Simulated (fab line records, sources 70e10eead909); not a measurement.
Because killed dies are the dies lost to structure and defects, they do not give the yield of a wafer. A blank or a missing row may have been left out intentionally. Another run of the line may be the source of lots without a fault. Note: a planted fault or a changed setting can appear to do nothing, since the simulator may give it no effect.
Which tool is to blame? ; flow nand_harc ; 18 wafers from 6 lots sampled at 5 of the route's 1302 steps

== WHAT EACH GAUGE READ, for each wafer ==
NHARC_END_SORT_01.
lot;measured;on;killed_dies
L782;day 24 20:43;prober-02;49 57 56
L783;day 25 04:47;prober-01;77 101 97
L787;day 26 23:10;prober-02;93 99 95
L793;day 29 22:07;prober-01;57 43 46
L797;day 31 03:18;prober-01;68 92 73
L803;day 33 18:38;prober-01;40 56 53

== TOOL THAT RAN EACH LOT (tool first, then ch and the chambers of the sampled wafers, then the start) ==
lot;NHARC_A_STAIRCASE_TRIM_12;NHARC_A_STAIRCASE_ETCH_19;NHARC_A_STAIRCASE_ETCH_21;NHARC_A_STAIRCASE_ETCH_27
L782;rie_diel-07 ch 0,3, day 16 03:28;rie_diel-07 ch 1,2, day 16 05:25 or earlier;rie_diel-07 ch 2,3, day 16 05:25 or earlier;rie_diel-07 ch 1,2,3, day 16 05:25
L783;rie_diel-04 ch 0,1,2, day 16 20:19;rie_diel-04 ch 0,1,2, day 16 22:14 or earlier;rie_diel-07 ch 1,2,3, day 16 22:14 or earlier;rie_diel-07 ch 0,2,3, day 16 22:14
L787;rie_diel-07 ch 1,2,3, day 18 12:37;rie_diel-07 ch 0,1,2, day 18 14:31 or earlier;rie_diel-07 ch 1,2,3, day 18 14:31 or earlier;rie_diel-07 ch 0,1,3, day 18 14:31
L793;rie_diel-08 ch 0,1,2, day 21 03:19;rie_diel-08 ch 1,2,3, day 21 05:16 or earlier;rie_diel-08 ch 0,1,3, day 21 05:16 or earlier;rie_diel-08 ch 2,3, day 21 05:16
L797;rie_diel-08 ch 0,2,3, day 22 11:31;rie_diel-08 ch 0,1,3, day 22 13:37 or earlier;rie_diel-08 ch 0,1,3, day 22 13:37 or earlier;rie_diel-08 ch 0,1, day 22 13:37
L803;rie_diel-04 ch 0,1,2, day 25 07:34;rie_diel-04 ch 0,3, day 25 09:28 or earlier;rie_diel-04 ch 1,3, day 25 09:28 or earlier;rie_diel-04 ch 0,1,2, day 25 09:28
- NHARC_A_STAIRCASE_TRIM_12: chemistry O2, time 211.2 s.
- NHARC_A_STAIRCASE_ETCH_19: etches the open film in C4F8/O2, target depth 100 nm, time 40.5 s.
- NHARC_A_STAIRCASE_ETCH_21: etches the open film in C4F8/O2, target depth 100 nm, time 40.5 s.
- NHARC_A_STAIRCASE_ETCH_27: etches the open film in C4F8/O2, target depth 100 nm, time 40.5 s.

== THE ANSWER, worked out from the rows above alone ==
Rule: what is usual is taken from the lots themselves. The widest of any qualifying gaps counts: lots, ordered by their means at a reading, are off when they make up no more than a third of the lots, leave a main group of 4 or more, and stand apart from it by 3 or more times the standard deviation of that group's means. If all means in a main group match to the digits the tables above print for the reading, that group is not used. A lot without any number at a reading at which 4 lots or more have one is off too. All remaining lots with rows at the step are treated as sound.
Nothing can be told from this: no lot is off at any reading shown.

== WHAT THE SIMULATOR HAD PUT IN ==
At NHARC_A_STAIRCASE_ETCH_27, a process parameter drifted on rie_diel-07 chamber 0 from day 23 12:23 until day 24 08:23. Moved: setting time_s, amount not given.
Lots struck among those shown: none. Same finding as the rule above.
